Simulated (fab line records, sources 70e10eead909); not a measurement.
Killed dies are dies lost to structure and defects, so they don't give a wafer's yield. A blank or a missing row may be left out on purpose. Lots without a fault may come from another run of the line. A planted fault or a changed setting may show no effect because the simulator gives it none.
Chamber matching | flow nand_harc | NHARC_A_STAIRCASE_CMP_152 on cmp-02: 4 sister chambers
The step polishes. 8 wafers are shown with their chamber, then 7 later ones without.

WAFERS WITH THEIR CHAMBER
wafer  | chamber | motor_current_A (A)
L812.5 | 2       | 13.5
L811.6 | 2       | 13.8
L818.4 | 1       | 11.4
L820.1 | 1       | 11.6
L820.2 | 3       | 10.2
L820.4 | 0       | 10.6
L829.2 | 0       | 12.0
L829.4 | 3       | 10.3

WAFERS WITHOUT THEIR CHAMBER
wafer  | motor_current_A (A)
L829.5 | 13.5
L826.1 | 11.6
L826.2 | 11.3
L826.4 | 13.8
L830.3 | 10.7
L830.4 | 11.3
L830.5 | 11.8

WHICH CHAMBER EACH WENT THROUGH
wafer  | from the rows above          | in truth
L829.5 | 2                            | 2
L826.1 | can't be placed: 1 or 0      | 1
L826.2 | can't be placed: 0 or 1      | 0
L826.4 | 2                            | 2
L830.3 | can't be placed: 3 or 0 or 1 | 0
L830.4 | can't be placed: 0 or 1      | 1
L830.5 | can't be placed: 1 or 0      | 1
Placed correctly: 2 of 7. Can't be placed from these rows: 5 (the true chamber is among the candidates in 5). Placed wrongly: 0.
How it was worked out, from the rows above alone: a wafer's distance from a chamber is the root of the sum, over the readings, of the square of ((its reading less the chamber's mean) divided by the reading's scatter). The wafer belongs to the nearest chamber; if the next one is less than 2 further off, it can't be placed. A chamber's mean is the mean of its shown wafers. The scatter: the root of (the sum of the squares of (reading less its chamber's mean) over the shown wafers, divided by (wafers less chambers)).
